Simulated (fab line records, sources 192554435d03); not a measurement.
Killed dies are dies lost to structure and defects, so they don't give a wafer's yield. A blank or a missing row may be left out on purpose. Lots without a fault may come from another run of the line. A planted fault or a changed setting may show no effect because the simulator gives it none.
One fault seen from 2 desks | flow n5_finfet | each desk has only its own numbers; what lay behind them comes last

THE METROLOGY DESK
What the gauges read, lot by lot, whatever tool the lot ran on: means of the sampled wafers that have a number. A lot is out of limits, marked OUT, if its mean lies more than 4 standard deviations from the usual mean; the brackets give that distance.
Columns: A = M6_OVL at N5_BEOL_M6_OVL_MEAS_12, usual 0.1 nm
lot  | first seen here | A
L182 | day 9 16:10     | 0.0
L186 | day 11 16:14    | -0.4
L187 | day 12 13:40    | 0.3
L189 | day 12 21:01    | 1.5
L190 | day 13 03:43    | 1.3
L193 | day 14 03:24    | -0.0
L194 | day 14 08:13    | -1.5
L184 | day 14 14:19    | -0.1
L200 | day 15 19:51    | -0.5
L202 | day 15 19:55    | -0.2
L205 | day 16 05:30    | -0.2
This desk's finding: nothing out of limits on any of the 11 lots.

THE TOOL OWNER'S DESK: rie_diel-05
The tool's own readings at N5_BEOL_M6_ETCH_41 (etches SiCN in CH3F/O2, target depth 29.7 nm, time 52 s): means of the sampled wafers that have a number, for each lot that ran on this tool. A lot is out of limits, marked OUT, if its mean lies more than 4 standard deviations from the usual mean; the brackets give that distance.
Columns: A = drypump_motor_current_A at N5_BEOL_M6_ETCH_41, usual 5.9 A; B = oes_product_au at N5_BEOL_M6_ETCH_41, usual 0.79 a.u.; C = rf_fwd_power_W at N5_BEOL_M6_ETCH_41, usual 390.3 W; D = rf_vpp_V at N5_BEOL_M6_ETCH_41, usual 296.9 V; E = run_length_s at N5_BEOL_M6_ETCH_41, usual 75.2 s; F = showerhead_plenum_p_Torr at N5_BEOL_M6_ETCH_41, usual 1.98 Torr; G = throttle_valve_pct at N5_BEOL_M6_ETCH_41, usual 16.31 %
lot  | first seen here | A   | B    | C     | D     | E              | F    | G
L186 | day 11 19:10    | 5.4 | 0.85 | 391.1 | 296.9 | 74.9           | 2.02 | 16.18
L189 | day 12 23:29    | 5.8 | 0.83 | 389.8 | 296.8 | 75.3           | 1.99 | 16.22
L190 | day 13 07:20    | 5.8 | 0.80 | 390.1 | 297.7 | 75.3           | 2.02 | 16.33
L193 | day 14 05:02    | 5.7 | 0.79 | 389.8 | 297.9 | 75.1           | 2.01 | 16.35
L200 | day 15 21:44    | 5.5 | 0.76 | 391.4 | 297.8 | 85.2 (+22) OUT | 2.04 | 16.44
L202 | day 15 22:08    | 5.8 | 0.81 | 388.4 | 297.4 | 84.8 (+21) OUT | 1.99 | 16.28
This desk's finding: out of limits on L200, L202; first on L200, day 15 21:44 (run_length_s at N5_BEOL_M6_ETCH_41). In limits: L186, L189, L190, L193.

PUT TOGETHER
The tool owner's desk could have raised an alarm at day 15 21:44, on L200, L202.
The metrology desk saw nothing out of limits.
The metrology desk has L200, L202 on record, within its limits.
Of the lots named, all ran N5_BEOL_M6_ETCH_41 on rie_diel-05.

WHAT THE SIMULATOR HAD PUT IN
Process parameter drift: rie_diel-05, from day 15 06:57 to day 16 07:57, at N5_BEOL_M6_ETCH_41. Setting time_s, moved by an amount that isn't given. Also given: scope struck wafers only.
Lots struck among those shown: L200, L202.
Hours from the fault's start to each desk's first reading out of limits: the tool owner's desk, 15.
